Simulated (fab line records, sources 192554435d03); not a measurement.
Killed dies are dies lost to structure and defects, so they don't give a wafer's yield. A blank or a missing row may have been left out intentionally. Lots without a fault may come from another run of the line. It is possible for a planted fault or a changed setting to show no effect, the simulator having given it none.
Matching of chambers / flow n5Finfet / N5_SD_EPI_N_ETCH_35 on rieDiel-03: 4 sister chambers
The step etches SOC in N2/H2, overetch 108 nm, time 486 s. 22 wafers are shown with their chamber, then 11 later ones without.

## EACH WAFER AND ITS CHAMBER
wafer=L074.1; chamber=3; throttleValvePct (%)=23.62; drypumpMotorCurrentA (A)=6.3; showerheadPlenumPTorr (Torr)=2.58
wafer=L074.4; chamber=0; throttleValvePct (%)=24.13; drypumpMotorCurrentA (A)=5.8; showerheadPlenumPTorr (Torr)=2.59
wafer=L074.5; chamber=0; throttleValvePct (%)=24.12; drypumpMotorCurrentA (A)=5.7; showerheadPlenumPTorr (Torr)=2.59
wafer=L075.2; chamber=2; throttleValvePct (%)=24.30; drypumpMotorCurrentA (A)=5.5; showerheadPlenumPTorr (Torr)=2.63
wafer=L075.3; chamber=3; throttleValvePct (%)=23.63; drypumpMotorCurrentA (A)=6.3; showerheadPlenumPTorr (Torr)=2.58
wafer=L075.6; chamber=2; throttleValvePct (%)=24.30; drypumpMotorCurrentA (A)=5.5; showerheadPlenumPTorr (Torr)=2.63
wafer=L077.2; chamber=2; throttleValvePct (%)=24.31; drypumpMotorCurrentA (A)=5.5; showerheadPlenumPTorr (Torr)=2.63
wafer=L077.3; chamber=3; throttleValvePct (%)=23.62; drypumpMotorCurrentA (A)=6.3; showerheadPlenumPTorr (Torr)=2.57
wafer=L077.5; chamber=2; throttleValvePct (%)=24.32; drypumpMotorCurrentA (A)=5.4; showerheadPlenumPTorr (Torr)=2.63
wafer=L080.2; chamber=2; throttleValvePct (%)=24.30; drypumpMotorCurrentA (A)=5.5; showerheadPlenumPTorr (Torr)=2.63
wafer=L080.3; chamber=3; throttleValvePct (%)=23.63; drypumpMotorCurrentA (A)=6.3; showerheadPlenumPTorr (Torr)=2.57
wafer=L080.4; chamber=0; throttleValvePct (%)=24.13; drypumpMotorCurrentA (A)=5.7; showerheadPlenumPTorr (Torr)=2.59
wafer=L082.1; chamber=0; throttleValvePct (%)=24.15; drypumpMotorCurrentA (A)=5.7; showerheadPlenumPTorr (Torr)=2.59
wafer=L082.2; chamber=1; throttleValvePct (%)=24.26; drypumpMotorCurrentA (A)=6.5; showerheadPlenumPTorr (Torr)=2.51
wafer=L082.3; chamber=2; throttleValvePct (%)=24.32; drypumpMotorCurrentA (A)=5.5; showerheadPlenumPTorr (Torr)=2.62
wafer=L082.4; chamber=3; throttleValvePct (%)=23.64; drypumpMotorCurrentA (A)=6.3; showerheadPlenumPTorr (Torr)=2.57
wafer=L082.5; chamber=3; throttleValvePct (%)=23.64; drypumpMotorCurrentA (A)=6.3; showerheadPlenumPTorr (Torr)=2.57
wafer=L082.6; chamber=2; throttleValvePct (%)=24.31; drypumpMotorCurrentA (A)=5.4; showerheadPlenumPTorr (Torr)=2.62
wafer=L085.2; chamber=1; throttleValvePct (%)=24.25; drypumpMotorCurrentA (A)=6.5; showerheadPlenumPTorr (Torr)=2.51
wafer=L085.3; chamber=2; throttleValvePct (%)=24.34; drypumpMotorCurrentA (A)=5.5; showerheadPlenumPTorr (Torr)=2.62
wafer=L085.4; chamber=3; throttleValvePct (%)=23.65; drypumpMotorCurrentA (A)=6.3; showerheadPlenumPTorr (Torr)=2.57
wafer=L088.1; chamber=0; throttleValvePct (%)=24.18; drypumpMotorCurrentA (A)=5.7; showerheadPlenumPTorr (Torr)=2.58

SIGNATURES, as means of the wafers listed above
reading=throttleValvePct; chamber 0=24.1420; chamber 1=24.2550; chamber 2=24.3125; chamber 3=23.6329; scatter within a chamber=0.0157
reading=drypumpMotorCurrentA; chamber 0=5.720; chamber 1=6.500; chamber 2=5.475; chamber 3=6.300; scatter within a chamber=0.0357
reading=showerheadPlenumPTorr; chamber 0=2.5880; chamber 1=2.5100; chamber 2=2.6262; chamber 3=2.5729; scatter within a chamber=0.00477
Rule: for a wafer and a chamber, the distance is found by dividing, reading by reading, the gap between the wafer's reading and the chamber's mean by the reading's scatter, squaring, summing and taking the root. The wafer belongs to the nearest chamber; if the next one is less than 2 further off, it can't be placed. How the scatter is found: for the shown wafers, subtract from each reading the mean of its chamber, square and add these, divide the total by (wafers less chambers), then take the root.

## WAFERS WITHOUT THEIR CHAMBER
wafer=L088.3; throttleValvePct (%)=23.65; drypumpMotorCurrentA (A)=6.4; showerheadPlenumPTorr (Torr)=2.57
wafer=L088.5; throttleValvePct (%)=24.33; drypumpMotorCurrentA (A)=5.5; showerheadPlenumPTorr (Torr)=2.62
wafer=L094.2; throttleValvePct (%)=24.36; drypumpMotorCurrentA (A)=5.5; showerheadPlenumPTorr (Torr)=2.61
wafer=L094.3; throttleValvePct (%)=24.19; drypumpMotorCurrentA (A)=5.8; showerheadPlenumPTorr (Torr)=2.58
wafer=L094.4; throttleValvePct (%)=23.68; drypumpMotorCurrentA (A)=6.3; showerheadPlenumPTorr (Torr)=2.56
wafer=L095.1; throttleValvePct (%)=23.97; drypumpMotorCurrentA (A)=6.5; showerheadPlenumPTorr (Torr)=2.50
wafer=L095.3; throttleValvePct (%)=24.20; drypumpMotorCurrentA (A)=5.7; showerheadPlenumPTorr (Torr)=2.57
wafer=L095.5; throttleValvePct (%)=23.97; drypumpMotorCurrentA (A)=6.5; showerheadPlenumPTorr (Torr)=2.50
wafer=L096.1; throttleValvePct (%)=24.37; drypumpMotorCurrentA (A)=5.4; showerheadPlenumPTorr (Torr)=2.61
wafer=L096.3; throttleValvePct (%)=24.20; drypumpMotorCurrentA (A)=5.8; showerheadPlenumPTorr (Torr)=2.57
wafer=L096.5; throttleValvePct (%)=23.69; drypumpMotorCurrentA (A)=6.4; showerheadPlenumPTorr (Torr)=2.56

## WHICH CHAMBER EACH WENT THROUGH
wafer=L088.3; from the rows above=3; in truth=3
wafer=L088.5; from the rows above=2; in truth=2
wafer=L094.2; from the rows above=2; in truth=2
wafer=L094.3; from the rows above=0; in truth=0
wafer=L094.4; from the rows above=3; in truth=3
wafer=L095.1; from the rows above=1; in truth=1
wafer=L095.3; from the rows above=0; in truth=0
wafer=L095.5; from the rows above=1; in truth=1
wafer=L096.1; from the rows above=2; in truth=2
wafer=L096.3; from the rows above=0; in truth=0
wafer=L096.5; from the rows above=3; in truth=3
Correctly placed: 11 of 11. From these rows, 0 cannot be placed. Placed wrongly: 0.
